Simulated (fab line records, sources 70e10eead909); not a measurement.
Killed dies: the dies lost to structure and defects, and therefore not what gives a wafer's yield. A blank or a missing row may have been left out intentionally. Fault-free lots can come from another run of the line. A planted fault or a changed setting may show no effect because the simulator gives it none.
fab line records + flow nandHarc + part 2 of 2: steps 26 to 30 of 30
record
- lots=5
- wafers=15
- lastDay=24
route steps=1159 shown A_ONON_D1@445 A_CHANNEL_HOLE_D1@450
lots that met no fault: taken from a fault-free run of the same line
startH: the number of hours between the record's first day and the start of the first shown wafer of the lot + waitH: hours elapsed since this lot's preceding step + " as in the row above + L1.1+2: one row covering several wafers at once + - no value present, or no start provided + * or withheld: withheld + < > ~ a bound
route shown NAME@n: a module of which the file shows steps, and the number in the route of the first + usual: mean/standard deviation taken from wafers without a fault + same: alike in all rows + chamber/n: place in a boat + sites: the reading at each site + _std_site: the values' standard deviation + _edge_site: inner sites' mean taken away from outer sites' mean + radiusMm: how far each site lies from the wafer's centre + mask NAME#n: copy n + behind: the last tool/chamber to shape the wafer + hold: cause of the lot's hold/its duration in hours/its outcome + device: which transistor (n, p or np) failed to switch + end of line: at the end of the route, the tests of the same wafers + a step given without rows: its recipe and nothing more + killed: dies lost to structure and defects at the first sort, not the wafer's yield + map: a wafer's dies, x killed, . not, _ none there
set.NAME: the setting that was run; set.NAME@STEP: the one run at that earlier step + model.NAME: the simulator's own value behind a step, which no gauge read
a table for each step, a row for each wafer; lots at some steps of the route
services: when a tool's chamber went out of use (startH, in hours from the record's first day, below 0 if earlier), for how many hours, and the reason
## steps
# step NHARC_A_CHANNEL_HOLE_D1_ETCH_19
# recipe
- biasV=1200
- sourceW=2500
- pressureMtorr=15
- timeS=34.5
- arFlowSccm=375
- c4f8FlowSccm=28.8
- o2FlowSccm=96.2
- tempC=-20
- targetDepthA=*
- chemistry=C4F8/O2/Ar
# usual
- biasV=1200/12
- drypumpMotorCurrentA=5.63/0.28
- escClampCurrentUA=0.02066/0.00019
- showerheadPlenumPTorr=3.71/0.12
- throttleValvePct=37.037/0.0085
| lot.wafer | tool       | chamber | startH | waitH | biasV | drypumpMotorCurrentA | escClampCurrentUA | rfHoursCounterH | showerheadPlenumPTorr | throttleValvePct |
|-----------|------------|---------|--------|-------|-------|----------------------|-------------------|-----------------|-----------------------|------------------|
| L074.1    | harEtch-02 | 0       | 195.55 | 0.1   | 1185  | 5.59                 | 0.02089           | 108             | 3.56                  | 37.029           |
| L074.5    | "          | 0       | "      | "     | 1214  | 5.59                 | 0.02082           | -               | 3.56                  | 37.039           |
| L074.6    | "          | 1       | "      | "     | 1207  | 5.61                 | 0.02076           | -               | 3.82                  | 37.038           |
| L078.3    | harEtch-01 | 1       | 202.23 | 0.7   | 1212  | 6.05                 | 0.02047           | -               | 3.65                  | 37.035           |
| L078.6    | "          | 0       | "      | "     | 1193  | 5.23                 | 0.02038           | -               | 3.87                  | 37.039           |
| L078.5    | "          | 1       | "      | "     | 1182  | 6.04                 | 0.02039           | -               | 3.65                  | 37.044           |
| L085.2    | harEtch-01 | 0       | 254.34 | 3.0   | 1195  | 5.26                 | 0.0205            | 224             | 3.85                  | 37.051           |
| L085.3    | "          | 0       | "      | "     | 1205  | 5.24                 | 0.02051           | -               | 3.85                  | 37.035           |
| L085.5    | "          | 0       | "      | "     | 1215  | 5.23                 | 0.02047           | -               | 3.85                  | 37.027           |
| L091.2    | harEtch-02 | 0       | 287.05 | 0.1   | 1206  | 5.58                 | 0.02091           | 149             | 3.54                  | 37.038           |
| L091.6    | "          | 0       | "      | "     | 1209  | 5.58                 | 0.02084           | -               | 3.54                  | 37.033           |
| L091.5    | "          | 1       | "      | "     | 1193  | 5.60                 | 0.02078           | -               | 3.79                  | 37.045           |
| L094.1    | harEtch-01 | 1       | 294.44 | 0.1   | 1210  | 6.05                 | 0.02047           | 244             | 3.63                  | 37.031           |
| L094.2    | "          | 0       | "      | "     | 1204  | 5.23                 | 0.02045           | 244             | 3.84                  | 37.044           |
| L094.3    | "          | 1       | "      | "     | 1211  | 6.05                 | 0.02047           | -               | 3.63                  | 37.035           |
# step NHARC_A_CHANNEL_HOLE_D1_ETCH_20
# recipe
- biasV=3000
- sourceW=withheld
- pressureMtorr=20
- timeS=361.9
- arFlowSccm=375
- c4f8FlowSccm=89.3
- o2FlowSccm=35.7
- tempC=-20
- targetDepthA=16000
- chemistry=C4F8/O2/Ar
# usual
- drypumpMotorCurrentA=5.62/0.28
- escClampCurrentUA=0.02066/0.00019
- showerheadPlenumPTorr=3.67/0.12
- throttleValvePct=32.155/0.0096
| lot.wafer | tool       | chamber | startH | waitH | drypumpMotorCurrentA | escClampCurrentUA | rfHoursCounterH | showerheadPlenumPTorr | throttleValvePct |
|-----------|------------|---------|--------|-------|----------------------|-------------------|-----------------|-----------------------|------------------|
| L074.1    | harEtch-02 | 0       | 195.67 | 0.1   | 5.58                 | 0.02082           | 108             | 3.53                  | 32.151           |
| L074.5    | "          | 0       | "      | "     | 5.57                 | 0.02089           | -               | 3.53                  | 32.148           |
| L074.6    | "          | 1       | "      | "     | 5.59                 | 0.0207            | -               | 3.77                  | 32.157           |
| L078.3    | harEtch-01 | 1       | 202.44 | 0.2   | 6.07                 | 0.02046           | -               | 3.62                  | 32.153           |
| L078.6    | "          | 0       | "      | "     | 5.25                 | 0.02047           | -               | 3.82                  | 32.155           |
| L078.5    | "          | 1       | "      | "     | 6.07                 | 0.0204            | -               | 3.61                  | 32.164           |
| L085.2    | harEtch-01 | 0       | 254.45 | 0.1   | 5.26                 | 0.02048           | 224             | 3.81                  | 32.138           |
| L085.3    | "          | 0       | "      | "     | 5.29                 | 0.02046           | -               | 3.81                  | 32.141           |
| L085.5    | "          | 0       | "      | "     | 5.23                 | 0.0205            | -               | 3.81                  | 32.168           |
| L091.2    | harEtch-02 | 0       | 287.16 | 0.1   | 5.57                 | 0.02096           | 149             | 3.51                  | 32.147           |
| L091.6    | "          | 0       | "      | "     | 5.61                 | 0.02085           | -               | 3.51                  | 32.164           |
| L091.5    | "          | 1       | "      | "     | 5.61                 | 0.02079           | -               | 3.75                  | 32.141           |
| L094.1    | harEtch-01 | 1       | 294.55 | 0.1   | 6.08                 | 0.02052           | 244             | 3.59                  | 32.161           |
| L094.2    | "          | 0       | "      | "     | 5.25                 | 0.02052           | 244             | 3.80                  | 32.135           |
| L094.3    | "          | 1       | "      | "     | 6.08                 | 0.0205            | -               | 3.59                  | 32.162           |
# step NHARC_A_CHANNEL_HOLE_D1_ETCH_21
# recipe
- biasV=3000
- sourceW=withheld
- pressureMtorr=20
- timeS=514.3
- arFlowSccm=375
- c4f8FlowSccm=89.3
- o2FlowSccm=35.7
- tempC=-20
- targetDepthA=16000
- chemistry=C4F8/O2/Ar
# usual
- drypumpMotorCurrentA=5.62/0.28
- escClampCurrentUA=0.02066/0.00019
- showerheadPlenumPTorr=3.67/0.12
- throttleValvePct=32.155/0.0094
| lot.wafer | tool       | chamber | startH | waitH | drypumpMotorCurrentA | escClampCurrentUA | rfHoursCounterH | showerheadPlenumPTorr | throttleValvePct |
|-----------|------------|---------|--------|-------|----------------------|-------------------|-----------------|-----------------------|------------------|
| L074.1    | harEtch-02 | 0       | 195.98 | 0.3   | 5.59                 | 0.02084           | 108             | 3.53                  | 32.152           |
| L074.5    | "          | 0       | "      | "     | 5.57                 | 0.02085           | -               | 3.53                  | 32.158           |
| L074.6    | "          | 1       | "      | "     | 5.58                 | 0.02074           | -               | 3.77                  | 32.159           |
| L078.3    | harEtch-01 | 1       | 202.83 | 0.3   | 6.06                 | 0.0205            | -               | 3.61                  | 32.140           |
| L078.6    | "          | 0       | "      | "     | 5.28                 | 0.02038           | -               | 3.82                  | 32.146           |
| L078.5    | "          | 1       | "      | "     | 6.03                 | 0.02043           | -               | 3.61                  | 32.177           |
| L085.2    | harEtch-01 | 0       | 254.77 | 0.3   | 5.27                 | 0.02049           | 224             | 3.81                  | 32.165           |
| L085.3    | "          | 0       | "      | "     | 5.27                 | 0.02048           | -               | 3.81                  | 32.161           |
| L085.5    | "          | 0       | "      | "     | 5.24                 | 0.02049           | -               | 3.81                  | 32.142           |
| L091.2    | harEtch-02 | 0       | 287.48 | 0.3   | 5.59                 | 0.02095           | 150             | 3.51                  | 32.149           |
| L091.6    | "          | 0       | "      | "     | 5.60                 | 0.02091           | -               | 3.51                  | 32.160           |
| L091.5    | "          | 1       | "      | "     | 5.65                 | 0.02072           | -               | 3.75                  | 32.165           |
| L094.1    | harEtch-01 | 1       | 294.87 | 0.3   | 6.07                 | 0.02053           | 244             | 3.59                  | 32.161           |
| L094.2    | "          | 0       | "      | "     | 5.24                 | 0.02053           | 244             | 3.80                  | 32.167           |
| L094.3    | "          | 1       | "      | "     | 6.07                 | 0.02057           | -               | 3.59                  | 32.167           |
# step NHARC_A_CHANNEL_HOLE_D1_ETCH_22
# recipe
- biasV=3000
- sourceW=withheld
- pressureMtorr=20
- timeS=666.7
- arFlowSccm=375
- c4f8FlowSccm=89.3
- o2FlowSccm=35.7
- tempC=-20
- targetDepthA=16000
- chemistry=C4F8/O2/Ar
# usual
- drypumpMotorCurrentA=5.62/0.28
- escClampCurrentUA=0.02066/0.00018
- showerheadPlenumPTorr=3.67/0.12
- throttleValvePct=32.155/0.0094
| lot.wafer | tool       | chamber | startH | waitH | drypumpMotorCurrentA | escClampCurrentUA | rfHoursCounterH | showerheadPlenumPTorr | throttleValvePct |
|-----------|------------|---------|--------|-------|----------------------|-------------------|-----------------|-----------------------|------------------|
| L074.1    | harEtch-02 | 0       | 196.43 | 0.4   | 5.58                 | 0.02082           | 108             | 3.53                  | 32.163           |
| L074.5    | "          | 0       | "      | "     | 5.57                 | 0.02086           | -               | 3.53                  | 32.164           |
| L074.6    | "          | 1       | "      | "     | 5.58                 | 0.02073           | -               | 3.77                  | 32.164           |
| L078.3    | harEtch-01 | 1       | 203.33 | 0.4   | 6.10                 | 0.02047           | -               | 3.62                  | 32.155           |
| L078.6    | "          | 0       | "      | "     | 5.22                 | 0.02045           | -               | 3.82                  | 32.171           |
| L078.5    | "          | 1       | "      | "     | 6.06                 | 0.02046           | -               | 3.62                  | 32.139           |
| L085.2    | harEtch-01 | 0       | 255.21 | 0.4   | 5.28                 | 0.02043           | 225             | 3.81                  | 32.168           |
| L085.3    | "          | 0       | "      | "     | 5.25                 | 0.02048           | -               | 3.81                  | 32.166           |
| L085.5    | "          | 0       | "      | "     | 5.29                 | 0.02049           | -               | 3.81                  | 32.159           |
| L091.2    | harEtch-02 | 0       | 287.91 | 0.4   | 5.59                 | 0.02093           | 150             | 3.51                  | 32.157           |
| L091.6    | "          | 0       | "      | "     | 5.56                 | 0.0209            | -               | 3.51                  | 32.136           |
| L091.5    | "          | 1       | "      | "     | 5.59                 | 0.02078           | -               | 3.75                  | 32.152           |
| L094.1    | harEtch-01 | 1       | 295.31 | 0.4   | 6.01                 | 0.02047           | 245             | 3.59                  | 32.158           |
| L094.2    | "          | 0       | "      | "     | 5.25                 | 0.02056           | 245             | 3.79                  | 32.146           |
| L094.3    | "          | 1       | "      | "     | 6.04                 | 0.02046           | -               | 3.59                  | 32.153           |
# step NHARC_A_CHANNEL_HOLE_D1_ETCH_23
# recipe
- biasV=5000
- sourceW=withheld
- pressureMtorr=20
- timeS=819
- arFlowSccm=375
- c4f8FlowSccm=89.3
- o2FlowSccm=35.7
- tempC=-20
- targetDepthA=16000
- chemistry=C4F8/O2/Ar
# usual
- drypumpMotorCurrentA=5.62/0.28
- escClampCurrentUA=0.02066/0.00019
- showerheadPlenumPTorr=3.67/0.12
- throttleValvePct=32.155/0.0085
| lot.wafer | tool       | chamber | startH | waitH | drypumpMotorCurrentA | escClampCurrentUA | rfHoursCounterH | showerheadPlenumPTorr | throttleValvePct |
|-----------|------------|---------|--------|-------|----------------------|-------------------|-----------------|-----------------------|------------------|
| L074.1    | harEtch-02 | 0       | 196.99 | 0.5   | 5.59                 | 0.02084           | 109             | 3.53                  | 32.174           |
| L074.5    | "          | 0       | "      | "     | 5.57                 | 0.02082           | -               | 3.53                  | 32.163           |
| L074.6    | "          | 1       | "      | "     | 5.60                 | 0.02076           | -               | 3.77                  | 32.154           |
| L078.3    | harEtch-01 | 1       | 203.96 | 0.5   | 6.04                 | 0.02044           | -               | 3.61                  | 32.151           |
| L078.6    | "          | 0       | "      | "     | 5.26                 | 0.02044           | -               | 3.82                  | 32.155           |
| L078.5    | "          | 1       | "      | "     | 6.07                 | 0.02042           | -               | 3.61                  | 32.161           |
| L085.2    | harEtch-01 | 0       | 255.77 | 0.5   | 5.23                 | 0.02051           | 225             | 3.81                  | 32.168           |
| L085.3    | "          | 0       | "      | "     | 5.25                 | 0.02043           | -               | 3.81                  | 32.149           |
| L085.5    | "          | 0       | "      | "     | 5.27                 | 0.02051           | -               | 3.81                  | 32.157           |
| L091.2    | harEtch-02 | 0       | 288.48 | 0.5   | 5.58                 | 0.0209            | 151             | 3.50                  | 32.146           |
| L091.6    | "          | 0       | "      | "     | 5.58                 | 0.02087           | -               | 3.51                  | 32.168           |
| L091.5    | "          | 1       | "      | "     | 5.58                 | 0.02077           | -               | 3.75                  | 32.146           |
| L094.1    | harEtch-01 | 1       | 295.88 | 0.5   | 6.05                 | 0.0205            | 245             | 3.59                  | 32.151           |
| L094.2    | "          | 0       | "      | "     | 5.25                 | 0.02053           | 245             | 3.79                  | 32.165           |
| L094.3    | "          | 1       | "      | "     | 6.06                 | 0.02048           | -               | 3.59                  | 32.153           |
## services
| tool           | chamber | startH | hours | kind   |
|----------------|---------|--------|-------|--------|
| rieDiel-04     | 0       | 169.90 | -     | clean  |
| aclDep-02      | -       | 169.96 | 13.0  | pm     |
| pecvd-04       | 2       | 177.51 | 5.0   | repair |
| arfiScanner-02 | -       | 181.79 | 8.6   | repair |
| pecvd-04       | -       | 195.00 | 13.0  | pm     |
| arfiScanner-01 | -       | 196.00 | 4.0   | pm     |
| rieDiel-12     | -       | 202.40 | 9.0   | pm     |
| rieDiel-06     | 2       | 202.96 | 13.3  | repair |
| arfiScanner-01 | -       | 222.25 | 0.4   | repair |
| aclDep-03      | -       | 224.11 | 13.0  | pm     |
| rieDiel-04     | 1       | 228.61 | 4.2   | repair |
| rieDiel-04     | 2       | 233.14 | 5.4   | repair |
| pecvd-01       | -       | 237.40 | 13.0  | pm     |
| rieDiel-06     | -       | 241.21 | 9.0   | pm     |
| arfiScanner-01 | -       | 244.19 | 0.6   | repair |
| pecvd-04       | -       | 244.85 | 1.2   | repair |
| arfiScanner-01 | -       | 255.67 | 6.5   | repair |
| arfiScanner-02 | -       | 256.00 | 4.0   | pm     |
| lithoTrack-01  | -       | 268.00 | 7.0   | pm     |
| pecvd-02       | 0       | 277.81 | 12.3  | repair |
| rieDiel-04     | -       | 288.90 | 9.0   | pm     |
| lithoTrack-06  | -       | 292.00 | 7.0   | pm     |
| pecvd-03       | -       | 292.09 | 13.0  | pm     |
| aclDep-01      | -       | 293.95 | 13.0  | pm     |
